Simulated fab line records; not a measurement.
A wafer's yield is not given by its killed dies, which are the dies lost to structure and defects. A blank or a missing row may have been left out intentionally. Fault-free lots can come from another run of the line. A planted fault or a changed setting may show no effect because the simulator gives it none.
Chamber matching / flow nand harc / 4 sister chambers for NHARC_A_SGD_CUT_ETCHBACK_24 on rie diel-08
The step etches the open film in CH3F/O2, target depth 50 nm, time 92.857 s. 8 wafers are shown with their chamber, then 8 later ones without.

## WAFERS WITH THEIR CHAMBER
wafer=L080.4; chamber=1; drypump motor current A (A)=5.4; rf vpp V (V)=246.0
wafer=L082.5; chamber=3; drypump motor current A (A)=5.9; rf vpp V (V)=244.7
wafer=L083.2; chamber=1; drypump motor current A (A)=5.4; rf vpp V (V)=246.9
wafer=L083.3; chamber=2; drypump motor current A (A)=5.9; rf vpp V (V)=242.0
wafer=L083.5; chamber=3; drypump motor current A (A)=5.9; rf vpp V (V)=244.8
wafer=L095.2; chamber=2; drypump motor current A (A)=5.9; rf vpp V (V)=242.2
wafer=L095.5; chamber=0; drypump motor current A (A)=5.5; rf vpp V (V)=243.8
wafer=L094.1; chamber=0; drypump motor current A (A)=5.4; rf vpp V (V)=244.6

## WAFERS WITHOUT THEIR CHAMBER
wafer=L094.3; drypump motor current A (A)=5.9; rf vpp V (V)=244.2
wafer=L094.6; drypump motor current A (A)=5.3; rf vpp V (V)=243.9
wafer=L097.1; drypump motor current A (A)=5.5; rf vpp V (V)=245.5
wafer=L097.2; drypump motor current A (A)=5.8; rf vpp V (V)=243.8
wafer=L097.6; drypump motor current A (A)=5.5; rf vpp V (V)=244.6
wafer=L096.1; drypump motor current A (A)=5.9; rf vpp V (V)=242.8
wafer=L096.4; drypump motor current A (A)=5.3; rf vpp V (V)=244.7
wafer=L096.5; drypump motor current A (A)=5.9; rf vpp V (V)=244.2

## WHICH CHAMBER EACH WENT THROUGH
wafer=L094.3; from the rows above=3; in truth=3
wafer=L094.6; from the rows above=0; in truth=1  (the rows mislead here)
wafer=L097.1; from the rows above=can't be placed: 0 or 1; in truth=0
wafer=L097.2; from the rows above=can't be placed: 3 or 2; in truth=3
wafer=L097.6; from the rows above=0; in truth=0
wafer=L096.1; from the rows above=2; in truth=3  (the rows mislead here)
wafer=L096.4; from the rows above=can't be placed: 0 or 1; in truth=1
wafer=L096.5; from the rows above=3; in truth=3
Placed correctly: 3 of 8. Not placeable from these rows: 3 (in 3, the candidates include the true chamber). Wrongly placed: 2.
How it was worked out, from the rows above alone: a wafer's distance from a chamber is the root of the sum, over the readings, of the square of ((its reading less the chamber's mean) divided by the reading's scatter). If the next closest chamber is less than 2 further off than the closest, the wafer can't be placed; otherwise it belongs to the closest. A chamber's mean is the mean of its shown wafers. The scatter is the square root of a quotient: the sum, over the shown wafers, of each reading's squared deviation from its chamber's mean, divided by wafers minus chambers.
